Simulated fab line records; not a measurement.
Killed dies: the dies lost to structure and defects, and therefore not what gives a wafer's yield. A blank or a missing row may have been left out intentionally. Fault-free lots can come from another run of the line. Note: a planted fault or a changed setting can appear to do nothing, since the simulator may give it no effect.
Matching of chambers / flow nand-harc / NHARC_P_ZERO_WELL_ETCH_65 on rie-diel-06 has 4 sister chambers
The step etches the open film in N2/H2, target depth 80 nm, overetch 24 nm, time 87.88 s. 16 wafers are shown with their chamber, then 8 later ones without.

## WAFERS WITH THEIR CHAMBER
wafer=L075.1; chamber=0; showerhead-plenum-p-Torr (Torr)=1.98; drypump-motor-current-A (A)=5.0; rf-vpp-V (V)=429.7
wafer=L075.5; chamber=3; showerhead-plenum-p-Torr (Torr)=2.13; drypump-motor-current-A (A)=5.9; rf-vpp-V (V)=432.8
wafer=L075.6; chamber=2; showerhead-plenum-p-Torr (Torr)=1.98; drypump-motor-current-A (A)=5.8; rf-vpp-V (V)=429.6
wafer=L077.2; chamber=3; showerhead-plenum-p-Torr (Torr)=2.13; drypump-motor-current-A (A)=5.9; rf-vpp-V (V)=433.3
wafer=L077.3; chamber=0; showerhead-plenum-p-Torr (Torr)=1.98; drypump-motor-current-A (A)=4.9; rf-vpp-V (V)=429.6
wafer=L077.5; chamber=2; showerhead-plenum-p-Torr (Torr)=1.98; drypump-motor-current-A (A)=5.8; rf-vpp-V (V)=429.4
wafer=L078.1; chamber=1; showerhead-plenum-p-Torr (Torr)=1.90; drypump-motor-current-A (A)=5.2; rf-vpp-V (V)=426.1
wafer=L078.5; chamber=3; showerhead-plenum-p-Torr (Torr)=2.12; drypump-motor-current-A (A)=5.9; rf-vpp-V (V)=431.9
wafer=L078.6; chamber=0; showerhead-plenum-p-Torr (Torr)=1.98; drypump-motor-current-A (A)=4.9; rf-vpp-V (V)=429.9
wafer=L080.1; chamber=2; showerhead-plenum-p-Torr (Torr)=1.98; drypump-motor-current-A (A)=5.8; rf-vpp-V (V)=429.8
wafer=L080.2; chamber=1; showerhead-plenum-p-Torr (Torr)=1.90; drypump-motor-current-A (A)=5.2; rf-vpp-V (V)=425.5
wafer=L080.5; chamber=2; showerhead-plenum-p-Torr (Torr)=1.98; drypump-motor-current-A (A)=5.8; rf-vpp-V (V)=428.3
wafer=L088.1; chamber=2; showerhead-plenum-p-Torr (Torr)=1.98; drypump-motor-current-A (A)=5.8; rf-vpp-V (V)=428.8
wafer=L088.2; chamber=1; showerhead-plenum-p-Torr (Torr)=1.90; drypump-motor-current-A (A)=5.2; rf-vpp-V (V)=428.6
wafer=L088.4; chamber=3; showerhead-plenum-p-Torr (Torr)=2.12; drypump-motor-current-A (A)=5.9; rf-vpp-V (V)=432.1
wafer=L090.1; chamber=3; showerhead-plenum-p-Torr (Torr)=2.12; drypump-motor-current-A (A)=5.9; rf-vpp-V (V)=432.1

SIGNATURES (means of the wafers above)
reading=showerhead-plenum-p-Torr; chamber 0=1.9800; chamber 1=1.9000; chamber 2=1.9800; chamber 3=2.1240; scatter within a chamber=0.00316
reading=drypump-motor-current-A; chamber 0=4.933; chamber 1=5.200; chamber 2=5.800; chamber 3=5.900; scatter within a chamber=0.0236
reading=rf-vpp-V; chamber 0=429.733; chamber 1=426.733; chamber 2=429.180; chamber 3=432.440; scatter within a chamber=0.835
Rule: distance of a wafer from a chamber = root of the sum over the readings of ((wafer's reading minus chamber's mean) / reading's scatter) squared. The wafer belongs to the nearest chamber; if the next one is less than 2 further off, it can't be placed. The scatter: take each reading less its chamber's mean, square it, sum over the shown wafers, divide by the number of wafers less the number of chambers, and take the root.

## WAFERS WITH NO CHAMBER GIVEN
wafer=L090.3; showerhead-plenum-p-Torr (Torr)=1.98; drypump-motor-current-A (A)=4.9; rf-vpp-V (V)=428.8
wafer=L090.6; showerhead-plenum-p-Torr (Torr)=2.12; drypump-motor-current-A (A)=5.9; rf-vpp-V (V)=432.8
wafer=L093.1; showerhead-plenum-p-Torr (Torr)=1.98; drypump-motor-current-A (A)=5.8; rf-vpp-V (V)=428.5
wafer=L093.3; showerhead-plenum-p-Torr (Torr)=1.90; drypump-motor-current-A (A)=5.2; rf-vpp-V (V)=426.7
wafer=L093.4; showerhead-plenum-p-Torr (Torr)=2.12; drypump-motor-current-A (A)=6.0; rf-vpp-V (V)=431.8
wafer=L096.2; showerhead-plenum-p-Torr (Torr)=1.98; drypump-motor-current-A (A)=5.0; rf-vpp-V (V)=428.5
wafer=L096.4; showerhead-plenum-p-Torr (Torr)=1.98; drypump-motor-current-A (A)=5.8; rf-vpp-V (V)=429.0
wafer=L096.6; showerhead-plenum-p-Torr (Torr)=1.98; drypump-motor-current-A (A)=5.0; rf-vpp-V (V)=430.4

## CHAMBER TAKEN BY EACH
wafer=L090.3; from the rows above=0; in truth=0
wafer=L090.6; from the rows above=3; in truth=3
wafer=L093.1; from the rows above=2; in truth=2
wafer=L093.3; from the rows above=1; in truth=1
wafer=L093.4; from the rows above=3; in truth=3
wafer=L096.2; from the rows above=0; in truth=0
wafer=L096.4; from the rows above=2; in truth=2
wafer=L096.6; from the rows above=0; in truth=0
Correctly placed: 8 of 8. Number that these rows cannot place: 0. 0 placed wrongly.
